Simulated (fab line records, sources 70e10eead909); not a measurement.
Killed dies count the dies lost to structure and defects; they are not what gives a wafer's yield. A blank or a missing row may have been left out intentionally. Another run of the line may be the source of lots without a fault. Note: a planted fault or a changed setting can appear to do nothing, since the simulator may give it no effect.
Matching of chambers | flow nandHarc | NHARC_P_M0_DEP_32 on pecvd-04 has 3 sister chambers
The step deposits SiCN, target thk 30 nm. 14 wafers are shown with their chamber, then 7 later ones without.

WAFERS WITH THEIR CHAMBER
wafer  | chamber | heaterPowerW (W)
L979.1 | 2       | 566
L979.2 | 0       | 740
L979.3 | 1       | 607
L980.2 | 0       | 637
L980.3 | 1       | 588
L980.4 | 1       | 589
L981.1 | 0       | 608
L981.2 | 1       | 615
L981.5 | 2       | 582
L992.1 | 0       | 700
L992.2 | 1       | 629
L992.4 | 1       | 620
L993.3 | 1       | 598
L993.4 | 2       | 539

SIGNATURES (averages over the wafers above)
reading      | chamber 0 | chamber 1 | chamber 2 | scatter within a chamber
heaterPowerW | 671.25    | 606.57    | 562.33    | 34.6
Rule: for each reading, subtract the chamber's mean from the wafer's reading, divide by that reading's scatter and square the result; add these up over the readings and take the root, which gives the wafer's distance from the chamber. If the next closest chamber is less than 2 further off than the closest, the wafer can't be placed; otherwise it belongs to the closest. The scatter: take each reading less its chamber's mean, square it, sum over the shown wafers, divide by the number of wafers less the number of chambers, and take the root.

WAFERS WHOSE CHAMBER IS MISSING
wafer  | heaterPowerW (W)
L993.6 | 657
L994.1 | 557
L994.2 | 576
L994.4 | 714
L996.2 | 745
L996.3 | 530
L996.4 | 743

THE CHAMBER EACH PASSED THROUGH
wafer  | from the rows above     | in truth
L993.6 | can't be placed: 0 or 1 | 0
L994.1 | can't be placed: 2 or 1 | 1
L994.2 | can't be placed: 2 or 1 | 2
L994.4 | can't be placed: 0 or 1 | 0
L996.2 | can't be placed: 0 or 1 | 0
L996.3 | can't be placed: 2 or 1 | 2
L996.4 | can't be placed: 0 or 1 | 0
0 of 7 placed correctly. Not placeable from these rows: 7 (in 7, the candidates include the true chamber). Wrongly placed: 0.
